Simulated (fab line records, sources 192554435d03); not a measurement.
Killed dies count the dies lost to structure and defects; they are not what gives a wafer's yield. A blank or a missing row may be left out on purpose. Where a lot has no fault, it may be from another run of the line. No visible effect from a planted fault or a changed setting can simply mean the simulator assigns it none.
fab line records + flow n5-finfet + part 2 of 2: steps 19 to 19 of 19
[record]
- lots = 6
- wafers = 18
- last-day = 20
route steps=1938 shown BEOL_M2@868 BEOL_M4@1111 PASSIVATION@1936
lots untouched by any fault: they come from a run of this same line in which no faults occurred
start-h: start of the lot's first displayed wafer, in hours after the record's first day + wait-h: hours since the lot's step before + " unchanged from the row above + L1.1+2: a single row standing in for several wafers + - value missing, or start not given + * or withheld: withheld + < > ~ a bound
route shown NAME@n: names a module that has steps shown in the file, with the first one's number in the route + usual: mean and standard deviation over wafers with no fault + same: alike in all rows + chamber/n: place in a boat + sites: each site's reading + _std_site: standard deviation of those values + _edge_site: mean of outer sites minus mean of inner sites + radius-mm: how far each site lies from the wafer's centre + mask NAME#n: copy n + behind: the last tool/chamber to shape the wafer + hold: reason for holding the lot/hours on hold/outcome of the hold + device: names the non-switching transistor (n, p or np) + end of line: the route-end tests of the same wafers + for a step that has no rows: nothing shown but its recipe + killed: count of dies lost to structure and defects at first sort (not the wafer's yield) + map: dies across one wafer; x = killed, . = not, _ = none there
set.NAME: the setting the step ran with; set.NAME@STEP: the setting that earlier step ran with + model.NAME: the simulator's own value behind a step, which no gauge read
certain route steps with their lots: each step a table, each wafer a row
services: a tool's chamber out of use, with start hour (start-h, from the record's first day; less than 0 if before it), hours out, and reason
[[steps]]
[step N5_PASSIVATION_PROBE_49]
[usual]
- defect-limited-yield = 90.9/1.3
- killed_at_M0_to_M3 = 36/11
- killed_at_M4_up = 13/5.1
- killed-at-contacts = 14/4.9
- killed-at-front-end = 41/10
- killed-at-other = 3.4/2.6
- killed-dies = 107/16
- killed-open = 70/11
- killed-short = 36/7.8
- sort_bin_5_function = 5.4/0.84
- sort_bin_6_memory = 3.4/0.67
- sort-n-pass = 1073/16
- sort-yield-pct = 90.9/1.3
[same]
- gross-dies = 1180
- killed-at-back-side = 0
- sort_bin_4_leakage[%] = 0
- sort_bin_8_speed[%] = 0
| lot.wafer | tool      | chamber | start-h | wait-h | defect-limited-yield[%] | killed_at_M0_to_M3 | killed_at_M4_up | killed-at-contacts | killed-at-front-end | killed-at-other | killed-dies | killed-open | killed-short | sort_bin_5_function[%] | sort_bin_6_memory[%] | sort-n-pass | sort-yield-pct[%] |
|-----------|-----------|---------|---------|--------|-------------------------|--------------------|-----------------|--------------------|---------------------|-----------------|-------------|-------------|--------------|------------------------|----------------------|-------------|-------------------|
| L611.1    | prober-01 | -       | 340.21  | 0.0    | 91.5                    | 25                 | 8               | 25                 | 37                  | 5               | 100         | 64          | 35           | 4.9                    | 3.1                  | 1080        | 91.5              |
| L611.3    | prober-01 | -       | 340.31  | 0.1    | 92.5                    | 37                 | 8               | 20                 | 21                  | 3               | 89          | 68          | 20           | 4.2                    | 3.0                  | 1091        | 92.5              |
| L611.6    | prober-01 | -       | 340.46  | 0.3    | 93.1                    | 24                 | 15              | 8                  | 34                  | 1               | 82          | 56          | 25           | 4.0                    | 2.8                  | 1098        | 93.1              |
| L613.2    | prober-02 | -       | 369.17  | 0.1    | 90.9                    | 24                 | 4               | 12                 | 67                  | 0               | 107         | 67          | 40           | 5.9                    | 2.9                  | 1073        | 90.9              |
| L613.5    | prober-02 | -       | 369.32  | 0.2    | 89.3                    | 38                 | 15              | 20                 | 46                  | 7               | 126         | 87          | 36           | 5.8                    | 4.7                  | 1054        | 89.3              |
| L613.6    | prober-02 | -       | 369.37  | 0.3    | 91.5                    | 22                 | 8               | 20                 | 48                  | 2               | 100         | 62          | 38           | 5.6                    | 2.8                  | 1080        | 91.5              |
| L623.1    | prober-01 | -       | 438.61  | 0.0    | 90.8                    | 25                 | 24              | 12                 | 37                  | 10              | 108         | 66          | 35           | 4.8                    | 4.0                  | 1072        | 90.8              |
| L623.4    | prober-01 | -       | 438.76  | 0.2    | 92.5                    | 24                 | 17              | 14                 | 30                  | 4               | 89          | 57          | 31           | 4.2                    | 2.9                  | 1091        | 92.5              |
| L623.6    | prober-01 | -       | 438.86  | 0.3    | 88.9                    | 25                 | 22              | 20                 | 58                  | 6               | 131         | 81          | 44           | 5.6                    | 4.5                  | 1049        | 88.9              |
| L620.1    | prober-02 | -       | 460.38  | 0.0    | 94.2                    | 29                 | 6               | 12                 | 20                  | 2               | 69          | 52          | 17           | 3.1                    | 2.5                  | 1111        | 94.2              |
| L620.3    | prober-02 | -       | 460.48  | 0.1    | 93.5                    | 23                 | 9               | 4                  | 38                  | 3               | 77          | 50          | 23           | 3.6                    | 3.0                  | 1103        | 93.5              |
| L620.5    | prober-02 | -       | 460.58  | 0.2    | 93.0                    | 33                 | 10              | 9                  | 29                  | 2               | 83          | 57          | 26           | 4.7                    | 2.0                  | 1097        | 93.0              |
| L624.2    | prober-02 | -       | 465.15  | 0.2    | 91.2                    | 49                 | 6               | 15                 | 32                  | 2               | 104         | 66          | 37           | 5.3                    | 3.4                  | 1076        | 91.2              |
| L624.3    | prober-02 | -       | 465.20  | 0.3    | 90.2                    | 49                 | 11              | 25                 | 31                  | 0               | 116         | 78          | 38           | 6.1                    | 3.1                  | 1064        | 90.2              |
| L624.6    | prober-02 | -       | 465.35  | 0.4    | 89.7                    | 60                 | 18              | 20                 | 21                  | 2               | 121         | 80          | 38           | 6.4                    | 3.8                  | 1059        | 89.7              |
| L625.2    | prober-01 | -       | 479.10  | 0.1    | 90.1                    | 35                 | 19              | 11                 | 52                  | 0               | 117         | 73          | 40           | 5.8                    | 3.4                  | 1063        | 90.1              |
| L625.3    | prober-01 | -       | 479.15  | 0.1    | 89.7                    | 58                 | 14              | 11                 | 37                  | 2               | 122         | 80          | 41           | 6.5                    | 3.6                  | 1058        | 89.7              |
| L625.5    | prober-01 | -       | 479.25  | 0.2    | 86.9                    | 57                 | 23              | 15                 | 57                  | 3               | 155         | 101         | 49           | 6.9                    | 5.7                  | 1025        | 86.9              |
// killed by level:class
L611.1 MOL_CONTACT_COAG:geometric-particle:open=17 STI_FIN_REVEAL:geometric-particle:open=8 MOL_CONTACT_COAG:geometric-particle:short=8 DUMMY_GATE:geometric-particle:open=6 BEOL_M1:geometric-particle:open=6 BEOL_M0_SAQP:geometric-particle:open=5 STARTING-WAFER:geometric-particle:short=5 GATE_CUT:geometric-particle:short=4
L611.3 MOL_CONTACT_COAG:geometric-particle:open=18 BEOL_M3:geometric-particle:open=14 BEOL_M0_SAQP:geometric-particle:open=11 FIN_SAQP:geometric-particle:short=5 STI_FIN_REVEAL:geometric-particle:open=5 FIN_SAQP:geometric-particle:open=3 DUMMY_GATE:geometric-particle:open=3 BEOL_M1:geometric-particle:open=3
L611.6 STI_FIN_REVEAL:geometric-particle:open=7 MOL_CONTACT_COAG:geometric-particle:open=6 DUMMY_GATE:geometric-particle:open=5 BEOL_M3:geometric-particle:open=5 FIN_SAQP:geometric-particle:open=4 BEOL_M0_SAQP:geometric-particle:short=4 BEOL_M1:geometric-particle:open=4 BEOL_M2:geometric-particle:open=4
L613.2 FIN_SAQP:geometric-particle:open=21 FIN_SAQP:geometric-particle:short=21 MOL_CONTACT_COAG:geometric-particle:open=11 GATE_CUT:geometric-particle:short=5 GATE_CUT:geometric-particle:open=5 BEOL_M2:geometric-particle:open=5 STI_FIN_REVEAL:geometric-particle:open=4 BEOL_M0_SAQP:geometric-particle:open=4
L613.5 FIN_SAQP:geometric-particle:open=18 MOL_CONTACT_COAG:geometric-particle:open=17 BEOL_M0_SAQP:geometric-particle:short=11 FIN_SAQP:geometric-particle:short=10 BEOL_M0_SAQP:geometric-particle:open=9 BEOL_M1:geometric-particle:open=7 BEOL_M4:geometric-particle:open=7 BEOL_M0:geometric-particle:open=5
L613.6 MOL_CONTACT_COAG:geometric-particle:open=18 FIN_SAQP:geometric-particle:short=16 FIN_SAQP:geometric-particle:open=14 BEOL_M3:geometric-particle:open=5 STI_FIN_REVEAL:geometric-particle:open=5 BEOL_M2:geometric-particle:open=4 BEOL_M0_SAQP:geometric-particle:open=3 BEOL_M4:geometric-particle:open=3
L623.1 MOL_CONTACT_COAG:geometric-particle:open=10 BEOL_M4:geometric-particle:open=10 BEOL_M0_SAQP:geometric-particle:open=9 BEOL_M0_SAQP:geometric-particle:short=8 GATE_CUT:geometric-particle:short=6 FIN_SAQP:geometric-particle:open=5 STI_FIN_REVEAL:geometric-particle:open=5 GATE_CUT:geometric-particle:open=5
L623.4 BEOL_M4:geometric-particle:open=11 MOL_CONTACT_COAG:geometric-particle:open=10 FIN_SAQP:geometric-particle:open=8 BEOL_M1:geometric-particle:open=8 BEOL_M0_SAQP:geometric-particle:short=6 FIN_SAQP:geometric-particle:short=4 GATE_CUT:geometric-particle:short=4 MOL_CONTACT_COAG:geometric-particle:short=4
L623.6 STI_FIN_REVEAL:geometric-particle:open=20 MOL_CONTACT_COAG:geometric-particle:open=16 GATE_CUT:geometric-particle:short=11 FIN_SAQP:geometric-particle:open=9 BEOL_M5:geometric-particle:open=8 BEOL_M2:geometric-particle:open=6 BEOL_M0_SAQP:geometric-particle:short=5 MOL_CONTACT_COAG:geometric-particle:short=4
L620.1 MOL_CONTACT_COAG:geometric-particle:open=10 BEOL_M0_SAQP:geometric-particle:open=7 FIN_SAQP:geometric-particle:open=6 BEOL_M3:geometric-particle:open=6 BEOL_M0:geometric-particle:open=4 STI_FIN_REVEAL:geometric-particle:open=3 BEOL_M0_SAQP:geometric-particle:short=3 BEOL_M1:geometric-particle:open=3
L620.3 FIN_SAQP:geometric-particle:open=14 FIN_SAQP:geometric-particle:short=8 BEOL_M0_SAQP:geometric-particle:short=6 GATE_CUT:geometric-particle:open=5 MOL_CONTACT_COAG:geometric-particle:open=4 BEOL_M0_SAQP:geometric-particle:open=3 BEOL_M0:geometric-particle:open=3 BEOL_M2:geometric-particle:open=3
L620.5 BEOL_M0_SAQP:geometric-particle:open=9 MOL_CONTACT_COAG:geometric-particle:open=9 BEOL_M2:geometric-particle:open=9 FIN_SAQP:geometric-particle:open=7 BEOL_M0_SAQP:geometric-particle:short=7 GATE_CUT:geometric-particle:short=5 BEOL_M4:geometric-particle:short=5 STI_FIN_REVEAL:geometric-particle:open=4
L624.2 MOL_CONTACT_COAG:geometric-particle:open=13 BEOL_M3:geometric-particle:open=13 GATE_CUT:geometric-particle:short=8 BEOL_M1:geometric-particle:open=7 STI_FIN_REVEAL:geometric-particle:open=7 BEOL_M0_SAQP:geometric-particle:short=7 BEOL_M3:geometric-particle:short=7 BEOL_M0_SAQP:geometric-particle:open=6
L624.3 BEOL_M3:geometric-particle:open=25 MOL_CONTACT_COAG:geometric-particle:open=21 BEOL_M0_SAQP:geometric-particle:short=11 GATE_CUT:geometric-particle:short=9 STI_FIN_REVEAL:geometric-particle:open=4 DUMMY_GATE:geometric-particle:open=4 MOL_CONTACT_COAG:geometric-particle:short=4 BEOL_M0_SAQP:geometric-particle:open=4
L624.6 BEOL_M3:geometric-particle:open=16 MOL_CONTACT_COAG:geometric-particle:open=13 BEOL_M0_SAQP:geometric-particle:short=12 BEOL_M1:geometric-particle:open=7 BEOL_M2:geometric-particle:open=7 MOL_CONTACT_COAG:geometric-particle:short=6 BEOL_M0_SAQP:geometric-particle:open=6 BEOL_M4:geometric-particle:open=6
L625.2 BEOL_M2:geometric-particle:open=11 FIN_SAQP:geometric-particle:short=10 FIN_SAQP:geometric-particle:open=7 STI_FIN_REVEAL:geometric-particle:open=7 GATE_CUT:geometric-particle:short=7 MOL_CONTACT_COAG:geometric-particle:open=7 BEOL_M4:geometric-particle:open=7 BEOL_M1:geometric-particle:open=5
L625.3 BEOL_M2:geometric-particle:open=13 STI_FIN_REVEAL:geometric-particle:open=9 MOL_CONTACT_COAG:geometric-particle:open=9 FIN_SAQP:geometric-particle:open=8 BEOL_M1:geometric-particle:open=8 BEOL_M3:geometric-particle:open=8 BEOL_M2:geometric-particle:short=8 GATE_CUT:geometric-particle:short=7
L625.5 BEOL_M2:geometric-particle:open=14 MOL_CONTACT_COAG:geometric-particle:open=12 BEOL_M4:geometric-particle:open=12 FIN_SAQP:geometric-particle:short=11 FIN_SAQP:geometric-particle:open=11 STI_FIN_REVEAL:geometric-particle:open=10 BEOL_M0_SAQP:geometric-particle:open=9 BEOL_M0_SAQP:geometric-particle:short=7
[[services]]
| tool        | chamber | start-h | hours | kind                          |
|-------------|---------|---------|-------|-------------------------------|
| ald-sin-04  | -       | 164.23  | 2.8   | pm                            |
| rie-diel-05 | 1       | 166.89  | -     | clean                         |
| rie-diel-05 | 1       | 166.89  | -     | consumable-replace:focus-ring |
| ald-sin-01  | -       | 177.63  | 0.8   | pm                            |
| ald-sin-04  | -       | 177.68  | 14.0  | pm                            |
| ald-sin-04  | 0       | 177.68  | 23.5  | vent-cycle                    |
| ald-sin-04  | 1       | 177.68  | 14.0  | vent-cycle                    |
| ald-sin-04  | 2       | 177.68  | 14.0  | vent-cycle                    |
| ald-sin-04  | 3       | 177.68  | 14.0  | vent-cycle                    |
| rie-diel-05 | 2       | 191.71  | 1.3   | repair                        |
| ald-sin-04  | -       | 202.99  | 58.4  | repair                        |
| ald-sin-01  | 2       | 206.22  | 3.8   | repair                        |
| ald-sin-01  | 1       | 206.88  | 1.4   | repair                        |
| ald-sin-02  | -       | 216.85  | 6.0   | pm                            |
| ald-sin-01  | 1       | 217.38  | 7.6   | repair                        |
| ald-sin-02  | 2       | 253.27  | 2.9   | repair                        |
| ald-sin-02  | 3       | 253.56  | 2.9   | repair                        |
| ald-sin-02  | 1       | 255.96  | 4.6   | repair                        |
| ald-sin-01  | 2       | 265.22  | 4.0   | repair                        |
| ald-sin-01  | -       | 268.25  | 14.0  | pm                            |
| rie-diel-06 | 2       | 285.04  | 20.5  | repair                        |
| rie-diel-03 | 1       | 290.99  | 9.8   | repair                        |
| rie-diel-05 | 0       | 297.70  | 19.9  | repair                        |
| rie-diel-06 | 0       | 300.01  | 1.3   | repair                        |
